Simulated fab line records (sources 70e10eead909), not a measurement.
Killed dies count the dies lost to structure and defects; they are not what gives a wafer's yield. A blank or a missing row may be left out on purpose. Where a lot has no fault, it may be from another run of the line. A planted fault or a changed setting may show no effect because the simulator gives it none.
Chamber matching    flow nand-harc    NHARC_A_STAIRCASE_DESCUM_270 on rie-diel-10: 4 sister chambers
The step chemistry O2, time 3 s. 4 wafers are shown with their chamber, then 8 later ones without.

== WAFERS, EACH WITH ITS CHAMBER ==
wafer   chamber  drypump-motor-current-A (A)
L091.2  1        5.6
L091.3  2        5.1
L091.4  0        5.0
L092.2  3        5.8

== WAFERS WITH NO CHAMBER GIVEN ==
wafer   drypump-motor-current-A (A)
L092.4  5.1
L092.6  5.5
L095.1  5.5
L095.2  5.8
L095.6  5.1
L096.1  5.1
L096.4  5.0
L096.6  5.5

== THE CHAMBER EACH PASSED THROUGH ==
wafer   from the rows above      in truth
L092.4  can't be placed: 2 or 0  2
L092.6  1                        1
L095.1  1                        1
L095.2  3                        3
L095.6  can't be placed: 2 or 0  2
L096.1  can't be placed: 2 or 0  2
L096.4  can't be placed: 0 or 2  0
L096.6  1                        1
4 of 8 placed correctly. Unplaceable from these rows: 4, with the true chamber sitting among the candidates in 4. Wrongly placed: 0.
How it was worked out, from the rows above alone: a wafer's distance from a chamber is the root of the sum, over the readings, of the square of ((its reading less the chamber's mean) divided by the reading's scatter). If the next closest chamber is less than 2 further off than the closest, the wafer can't be placed; otherwise it belongs to the closest. For every chamber, the mean is computed from those of its wafers that are shown. The scatter (one wafer shown for each chamber): square how far every hidden wafer sits from the nearest shown wafer, average those squares and take the square root.
